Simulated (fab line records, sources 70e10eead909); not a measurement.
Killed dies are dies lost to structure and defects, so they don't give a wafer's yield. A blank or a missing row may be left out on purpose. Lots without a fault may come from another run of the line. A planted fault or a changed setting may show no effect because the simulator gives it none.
Chamber matching | flow nand_harc | NHARC_A_BONDPAD_CMP_29 on cmp-04: 4 sister chambers
The step polishes SiCN, target thk 200 nm. 4 wafers are shown with their chamber, then 10 later ones without.

WAFERS WITH THEIR CHAMBER
wafer  | chamber | motor_current_A (A)
L078.4 | 2       | 14.7
L080.3 | 0       | 12.1
L083.3 | 1       | 11.4
L082.5 | 3       | 13.8

WAFERS WITHOUT THEIR CHAMBER
wafer  | motor_current_A (A)
L082.6 | 12.4
L093.3 | 13.5
L093.5 | 13.8
L093.6 | 11.7
L094.2 | 13.3
L094.3 | 11.3
L094.4 | 11.8
L095.3 | 13.7
L095.4 | 14.7
L095.6 | 12.0

WHICH CHAMBER EACH WENT THROUGH
wafer  | from the rows above     | in truth
L082.6 | 0                       | 0
L093.3 | 3                       | 3
L093.5 | 3                       | 3
L093.6 | can't be placed: 1 or 0 | 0
L094.2 | 3                       | 3
L094.3 | 1                       | 1
L094.4 | can't be placed: 0 or 1 | 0
L095.3 | 3                       | 3
L095.4 | 2                       | 2
L095.6 | can't be placed: 0 or 1 | 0
Placed correctly: 7 of 10. Can't be placed from these rows: 3 (the true chamber is among the candidates in 3). Placed wrongly: 0.
How it was worked out, from the rows above alone: a wafer's distance from a chamber is the root of the sum, over the readings, of the square of ((its reading less the chamber's mean) divided by the reading's scatter). The wafer belongs to the nearest chamber; if the next one is less than 2 further off, it can't be placed. A chamber's mean is the mean of its shown wafers. The scatter: with one shown wafer a chamber, the root of the mean of the squares of how far each hidden wafer lies from its nearest shown one.
